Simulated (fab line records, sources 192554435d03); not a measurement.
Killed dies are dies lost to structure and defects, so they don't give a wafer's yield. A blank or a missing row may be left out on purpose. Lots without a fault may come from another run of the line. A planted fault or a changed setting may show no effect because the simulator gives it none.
Split-lot experiment | flow n5_finfet | 7 lots, 21 wafers read, on a route of 1938 steps

THE SPLIT
At N5_BEOL_M14_EXPOSE_25 (exposes mask M14, target cd 280 nm), the setting dose_mj was moved away from the recipe's 26.6 on 2 of the 21 wafers read, by +2.2% to +5.5%. The other wafers ran this setting at the recipe's value.

FROM THE SPLIT TO THE READING: what the file shows between them, 3 steps
- N5_BEOL_M14_PEB_26: peb time 90 s
- N5_BEOL_M14_DEVELOP_27: develop time 45 s
- N5_BEOL_M14_HARDBAKE_32: time 120 s

THE READING
cd_nm, in nm, at N5_BEOL_M14_CD_MEAS_28 (target cd 284.4 nm). Fault-free wafers of this fab line usually give 282.6 nm, standard deviation 1.9 nm.

wafer  | tool, chamber at the split | dose_mj as run | against the recipe | cd_nm, nm | against lot-mates on the recipe
L075.2 | krf_scanner-01, 0          | 27.19          | +2.2%              | 287.6     | +4.9
L075.3 | krf_scanner-01, 0          | 26.6           | recipe             | 282.6     | -
L075.6 | krf_scanner-01, 0          | 26.6           | recipe             | 282.8     | -
L076.3 | krf_scanner-02, 0          | 26.6           | recipe             | 283.2     | -
L076.4 | krf_scanner-02, 0          | 26.6           | recipe             | 286.5     | -
L076.5 | krf_scanner-02, 0          | 26.6           | recipe             | 284.6     | -
L080.2 | krf_scanner-02, 0          | 28.07          | +5.5%              | 291.8     | +7.8
L080.5 | krf_scanner-02, 0          | 26.6           | recipe             | 285.1     | -
L080.6 | krf_scanner-02, 0          | 26.6           | recipe             | 282.8     | -
L081.2 | krf_scanner-01, 0          | 26.6           | recipe             | 284.8     | -
L081.5 | krf_scanner-01, 0          | 26.6           | recipe             | 282.6     | -
L081.6 | krf_scanner-01, 0          | 26.6           | recipe             | 285.1     | -
L084.3 | krf_scanner-01, 0          | 26.6           | recipe             | 280.9     | -
L084.5 | krf_scanner-01, 0          | 26.6           | recipe             | 280.6     | -
L084.6 | krf_scanner-01, 0          | 26.6           | recipe             | 281.6     | -
L085.2 | krf_scanner-02, 0          | 26.6           | recipe             | 280.5     | -
L085.3 | krf_scanner-02, 0          | 26.6           | recipe             | 281.4     | -
L085.5 | krf_scanner-02, 0          | 26.6           | recipe             | 280.7     | -
L093.1 | krf_scanner-02, 0          | 26.6           | recipe             | 284.0     | -
L093.3 | krf_scanner-02, 0          | 26.6           | recipe             | 281.3     | -
L093.5 | krf_scanner-02, 0          | 26.6           | recipe             | 282.9     | -

THE FIT
A straight line over all 21 wafers: cd_nm changes by +1.69 nm for each +1% of dose_mj; r = +0.78; the points scatter about the line by 1.7 nm.
The same after taking each lot's own level away (the mean of its wafers on the recipe; 21 wafers): +1.52 nm for each +1%; r = +0.89; scatter 1 nm.
On that fit, the largest move of dose_mj shifts the reading by 8.4 nm.
The lots' own levels span 280.87 to 284.77 nm, that is 2.1 times the standard deviation above.
So the lot-to-lot level blurs the effect unless lot-mates are compared.
Check: with one of the wafers moved furthest among these (+5.5%) left out of the fit, the line predicts +12.2 nm for it against its lot-mates. It came out at +7.85 nm against them.

THE WHOLE CHAIN: every reading that the file lists as answering this split, in the file's order
step                   | what it does             | reading                                                         | change (the file's fit)              | r (the file's)
N5_BEOL_M14_CD_MEAS_28 | target cd 284.4 nm       | cd_nm                                                           | +1.53 nm for each +1% of the setting | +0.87
N5_BEOL_M14_DESCUM_33  | chemistry O2, time 7.9 s | BEOL_M14.cd_nm (the simulator's own value, which no gauge read) | +1.52 nm for each +1% of the setting | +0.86

THE FILE'S OWN FIT
cd_nm changes by +1.53 nm for each +1% of dose_mj, r = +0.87.
